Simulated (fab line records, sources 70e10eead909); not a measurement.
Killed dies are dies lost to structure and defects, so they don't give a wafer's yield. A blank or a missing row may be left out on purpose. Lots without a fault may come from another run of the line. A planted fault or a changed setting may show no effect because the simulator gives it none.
Which tool did it? | flow nand_harc | 12 lots, 36 wafers sampled, at 5 steps of a route of 1302

WHAT THE GAUGES READ, wafer by wafer
NHARC_P_CONTACT_INSPECT_27.
lot  | measured     | on                | raw_defect_count
L295 | day 6 04:32  | defect_inspect-02 | 197 118 140
L301 | day 8 15:05  | defect_inspect-02 | 271 245 297
L302 | day 9 05:02  | defect_inspect-01 | 202 235 284
L303 | day 9 05:43  | defect_inspect-01 | 248 280 264
L308 | day 11 14:56 | defect_inspect-02 | 290 184 187
L310 | day 12 10:55 | defect_inspect-02 | 144 101 134
L311 | day 12 22:43 | defect_inspect-02 | 240 378 395
L312 | day 12 23:22 | defect_inspect-02 | 224 293 185
L313 | day 13 11:34 | defect_inspect-02 | 327 134 327
L314 | day 14 04:13 | defect_inspect-02 | 251 277 204
L316 | day 14 16:34 | defect_inspect-02 | 177 200 204
L318 | day 15 22:33 | defect_inspect-01 | 194 172 271

NHARC_END_SORT_01.
lot  | measured     | on        | defect_limited_yield (%) | killed_at_array | killed_at_other | killed_at_periphery | killed_dies | killed_open | killed_short
L308 | day 30 04:50 | prober-02 | 88.2 86.7 89.4           | 79 88 68        | 1 0 1           | 0 2 3               | 80 90 72    | 1 5 2       | 1 1 3
L316 | day 33 06:43 | prober-01 | 87.7 87.4 87.6           | 78 77 79        | 1 2 1           | 4 6 4               | 83 85 84    | 2 3 6       | 1 4 3

WHICH TOOL RAN EACH LOT (tool, then ch and the chambers of the sampled wafers, then the start)
lot  | NHARC_P_CONTACT_ETCH_36                       | NHARC_P_CONTACT_CMP_24        | NHARC_P_M0_PEB_07
L295 | rie_diel-13 ch 0,1,2, day 6 04:08 or earlier  | cmp-04 ch 0,1, day 6 04:08    | litho_track-01 ch 0, day 6 05:22
L301 | rie_diel-12 ch 0,1, day 8 14:41 or earlier    | cmp-01 ch 0,1,2, day 8 14:41  | litho_track-04 ch 0, day 8 15:55
L302 | rie_diel-09 ch 0,1,3, day 9 04:40 or earlier  | cmp-04 ch 0,1,2, day 9 04:40  | litho_track-01 ch 0, day 9 05:51
L303 | rie_diel-12 ch 0,1,2, day 9 05:19 or earlier  | cmp-03 ch 0,2,3, day 9 05:19  | litho_track-01 ch 0, day 9 06:32
L308 | rie_diel-12 ch 0,1,2, day 11 14:32 or earlier | cmp-03 ch 0,1,3, day 11 14:32 | litho_track-04 ch 0, day 11 15:38
L310 | rie_diel-13 ch 1,3, day 12 10:34 or earlier   | cmp-01 ch 0,2,3, day 12 10:34 | litho_track-06 ch 0, day 12 11:44
L311 | rie_diel-12 ch 1,2,3, day 12 22:22 or earlier | cmp-04 ch 0,2,3, day 12 22:22 | litho_track-01 ch 0, day 12 23:25
L312 | rie_diel-13 ch 0,2,3, day 12 22:57 or earlier | cmp-03 ch 0,2,3, day 12 22:57 | litho_track-01 ch 0, day 13 00:11
L313 | rie_diel-13 ch 1,2, day 13 11:11 or earlier   | cmp-01 ch 1,2, day 13 11:11   | litho_track-01 ch 0, day 13 12:23
L314 | rie_diel-13 ch 1,2,3, day 14 03:49 or earlier | cmp-04 ch 1,2,3, day 14 03:49 | litho_track-06 ch 0, day 14 05:02
L316 | rie_diel-13 ch 0,1,3, day 14 16:10 or earlier | cmp-04 ch 2,3, day 14 16:10   | litho_track-06 ch 0, day 14 17:23
L318 | rie_diel-09 ch 0,3, day 15 22:10 or earlier   | cmp-01 ch 0,2,3, day 15 22:10 | litho_track-04 ch 0, day 15 23:22
- NHARC_P_CONTACT_ETCH_36: etches the open film in N2/H2, target depth 260 nm, time 406.25 s.
- NHARC_P_CONTACT_CMP_24: polishes, t overpolish 30 s, target thk 200 nm.
- NHARC_P_M0_PEB_07: peb time 65 s.

WHAT THE TOOLS THEMSELVES READ (means of the sampled wafers that have a number; where no wafer has one, the mark that the record gives instead)
NHARC_P_CONTACT_ETCH_36.
lot  | tool        | drypump_motor_current_A (A) | oes_product_au (a.u.) | rf_vpp_V (V) | showerhead_plenum_p_Torr (Torr) | throttle_valve_pct (%)
L295 | rie_diel-13 | 5.4                         | 0.999                 | 430.7        | 2.06                            | 14.169
L301 | rie_diel-12 | 5.0                         | 0.993                 | 432.7        | 2.10                            | 14.177
L302 | rie_diel-09 | 5.9                         | 1.014                 | 429.3        | 1.97                            | 14.171
L303 | rie_diel-12 | 5.4                         | 0.992                 | 433.0        | 2.13                            | 14.174
L308 | rie_diel-12 | 5.3                         | 0.992                 | 433.4        | 2.13                            | 14.173
L310 | rie_diel-13 | 5.5                         | 0.988                 | 434.9        | 2.20                            | 14.169
L311 | rie_diel-12 | 5.2                         | 0.997                 | 432.4        | 2.09                            | 14.166
L312 | rie_diel-13 | 5.5                         | 1.001                 | 430.5        | 2.05                            | 14.170
L313 | rie_diel-13 | 5.5                         | 1.002                 | 431.2        | 2.10                            | 14.170
L314 | rie_diel-13 | 5.6                         | 1.003                 | 431.7        | 2.10                            | 14.171
L316 | rie_diel-13 | 5.4                         | 0.992                 | 433.3        | 2.15                            | 14.173
L318 | rie_diel-09 | 5.7                         | 1.012                 | 427.5        | 1.92                            | 14.170

NHARC_P_CONTACT_CMP_24.
lot  | tool   | motor_current_A (A) | overpolish_run_s (s) | time_to_endpoint_s (s)
L295 | cmp-04 | 12.0                | 29.991               | 37.6
L301 | cmp-01 | 13.2                | 30.002               | 39.6
L302 | cmp-04 | 12.7                | 29.998               | 40.3
L303 | cmp-03 | 11.9                | 30.003               | 43.7
L308 | cmp-03 | 12.4                | 29.988               | 40.4
L310 | cmp-01 | 12.6                | 29.996               | 35.9
L311 | cmp-04 | 12.3                | 30.010               | 39.1
L312 | cmp-03 | 11.6                | 29.997               | 39.2
L313 | cmp-01 | 13.2                | 29.993               | 40.1
L314 | cmp-04 | 12.6                | 30.008               | 37.8
L316 | cmp-04 | 12.8                | 30.000               | 41.9
L318 | cmp-01 | 12.4                | 30.007               | 37.8

NHARC_P_M0_PEB_07.
lot  | tool           | exhaust_pa (Pa) | heater_power_total_W (W)
L295 | litho_track-01 | 45.5            | 156.5
L301 | litho_track-04 | 44.1            | 156.7
L302 | litho_track-01 | 43.9            | 160.1
L303 | litho_track-01 | 44.8            | 160.1
L308 | litho_track-04 | 45.1            | 156.6
L310 | litho_track-06 | 44.4            | 156.3
L311 | litho_track-01 | 44.7            | 156.4
L312 | litho_track-01 | 44.5            | 156.7
L313 | litho_track-01 | 45.0            | 156.7
L314 | litho_track-06 | 44.7            | 156.6
L316 | litho_track-06 | 45.1            | 156.6
L318 | litho_track-04 | 45.7            | 156.4

THE ANSWER, worked out from the rows above alone
Rule: what is usual is taken from the lots themselves. Put in order of their means at a reading, lots are off if they are a third of the lots or fewer, leave a main group of 4 or more, and stand apart from it by a gap of 3 or more times the standard deviation of the main group's means; of several such gaps the widest counts. A main group whose means are all the same, to the digits that the tables above print for the reading, isn't used. A lot without any number at a reading at which 4 lots or more have one is off too. The other lots that the step has rows for count as sound. The gauges are gone through in route order, then the tools' own readings, and for those a lot's mean is taken as printed above. The first step at which some lot is off is used, and at that step the reading that is off furthest; a lot without a number counts as furthest.
Off: L302, L303, at NHARC_P_M0_PEB_07 (heater_power_total_W). The main group: mean 156.6 W, standard deviation 0.14.
A tool fits if, at that step or a process step before it, it ran every lot that is off, and no sound lot after the first of them. NHARC_P_CONTACT_ETCH_36 gives no start for some lots, so the hours and the order of its lots are those of NHARC_P_CONTACT_CMP_24. None of those tried fits.

WHAT THE SIMULATOR HAD PUT IN
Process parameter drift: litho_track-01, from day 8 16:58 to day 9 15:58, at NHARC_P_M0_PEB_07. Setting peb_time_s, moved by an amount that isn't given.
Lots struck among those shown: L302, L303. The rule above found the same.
